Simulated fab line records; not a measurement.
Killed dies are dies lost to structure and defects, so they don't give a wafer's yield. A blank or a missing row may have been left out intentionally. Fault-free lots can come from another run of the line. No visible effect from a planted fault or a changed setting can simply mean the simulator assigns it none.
Chamber matching	flow n5_finfet	N5_BEOL_M4_ILD_DEP_00 on pecvd-03: 3 sister chambers
The step deposits SiOC from DEMS/O2, target thk 79 nm, time 15.3 s. 3 wafers are shown with their chamber, then 8 later ones without.

WAFERS WITH THEIR CHAMBER
wafer	chamber	throttle_valve_pct (%)
L610.1	0	13.9
L614.5	1	11.5
L616.2	2	11.9

WAFERS WITH NO CHAMBER GIVEN
wafer	throttle_valve_pct (%)
L616.3	12.0
L616.4	11.2
L615.2	11.9
L615.4	11.2
L615.5	11.5
L617.1	12.0
L617.4	11.5
L617.6	11.2

EACH ONE'S CHAMBER
wafer	from the rows above	in truth
L616.3	2	2
L616.4	1	1
L615.2	2	2
L615.4	1	1
L615.5	1	1
L617.1	2	2
L617.4	1	1
L617.6	1	1
Placed correctly: 8 of 8. Number that these rows cannot place: 0. Number placed wrongly: 0.
How it was worked out, from the rows above alone: a wafer's distance from a chamber is the root of the sum, over the readings, of the square of ((its reading less the chamber's mean) divided by the reading's scatter). If the next closest chamber is less than 2 further off than the closest, the wafer can't be placed; otherwise it belongs to the closest. A chamber's mean is the mean of its shown wafers. The scatter: with one shown wafer a chamber, the root of the mean of the squares of how far each hidden wafer lies from its nearest shown one.
